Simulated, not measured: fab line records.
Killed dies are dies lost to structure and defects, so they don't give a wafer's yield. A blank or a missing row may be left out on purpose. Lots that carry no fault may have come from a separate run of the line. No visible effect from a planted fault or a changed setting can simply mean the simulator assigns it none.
Which tool was responsible? | flow n5Finfet | 12 lots with 36 wafers sampled at 2 steps, on a route of 1938 steps

== WHAT THE GAUGES READ, wafer by wafer ==
N5_PASSIVATION_OVL_MEAS_60. Usual: TV_OVL gives 0 nm (standard deviation 6.6).
lot  | measured     | on         | TV_OVL (nm) | flag
L834 | day 14 05:35 | overlay-01 | 0 4 6       | 
L833 | day 14 05:25 | overlay-02 | -4 -10 -3   | 
L836 | day 14 19:11 | overlay-02 | -3 4 2      | 
L835 | day 15 00:22 | overlay-01 | -1 -10 0    | 
L841 | day 15 14:49 | overlay-01 | 2 7 9       | 
L840 | day 15 19:49 | overlay-02 | 10 4 0      | 
L847 | day 16 13:59 | overlay-01 | -4 4 0      | 
L845 | day 16 15:50 | overlay-01 | 7 3 1       | 
L846 | day 17 06:35 | overlay-01 | 3 4 7       | 
L848 | day 17 19:25 | overlay-01 | 7 7 9       | 
L851 | day 17 22:23 | overlay-02 | 1 6 2       | 
L854 | day 19 03:06 | overlay-02 | -16 -13 -11 | 

== TOOL THAT RAN EACH LOT (tool first, then ch and the chambers of the sampled wafers, then the start) ==
lot  | N5_BEOL_M10_SPUTTER_48
L834 | pvdSputter-02, day 12 04:47
L833 | pvdSputter-02, day 12 04:55
L836 | pvdSputter-02, day 12 21:19
L835 | pvdSputter-01, day 13 03:41
L841 | pvdSputter-02, day 13 22:01
L840 | pvdSputter-02, day 14 04:20
L847 | pvdSputter-01, day 14 21:25
L845 | pvdSputter-01, day 15 00:19
L846 | pvdSputter-01, day 15 12:53
L848 | pvdSputter-01, day 16 00:05
L851 | pvdSputter-01, day 16 00:50
L854 | pvdSputter-03, day 17 13:05
- N5_BEOL_M10_SPUTTER_48: material Cu, target thk 12 nm, time 2 s.

== AS READ BY THE TOOLS THEMSELVES (means over the sampled wafers that have a number; for cases with no such wafer, the mark the record gives instead) ==
N5_BEOL_M10_SPUTTER_48. Usual: throttleValvePct at 30.7 %, with a standard deviation of 0.68.
lot  | tool          | throttleValvePct (%) | flag
L834 | pvdSputter-02 | 30.4                 | 
L833 | pvdSputter-02 | 30.7                 | 
L836 | pvdSputter-02 | 30.4                 | 
L835 | pvdSputter-01 | 30.8                 | 
L841 | pvdSputter-02 | 30.0                 | 
L840 | pvdSputter-02 | 29.8                 | 
L847 | pvdSputter-01 | 30.7                 | 
L845 | pvdSputter-01 | 30.9                 | 
L846 | pvdSputter-01 | 31.0                 | 
L848 | pvdSputter-01 | 30.9                 | 
L851 | pvdSputter-01 | 31.2                 | 
L854 | pvdSputter-03 | 30.2                 | 

== THE ANSWER, worked out from the rows above alone ==
Rule: a lot is off if the mean of its wafers that have a number lies more than 3 standard deviations from the usual mean. Also off: a lot with no number at a reading for which 4 or more lots have one. Where the step has rows for the other lots, those lots are counted as sound. The gauges are gone through in route order, then the tools' own readings, and for those a lot's mean is taken as printed above. At the first step where some lot is off, the reading lying furthest off is the one used; lots without a number count as furthest.
None of the lots is off at any reading shown; this tells nothing.

== WHAT WAS PUT IN BY THE SIMULATOR ==
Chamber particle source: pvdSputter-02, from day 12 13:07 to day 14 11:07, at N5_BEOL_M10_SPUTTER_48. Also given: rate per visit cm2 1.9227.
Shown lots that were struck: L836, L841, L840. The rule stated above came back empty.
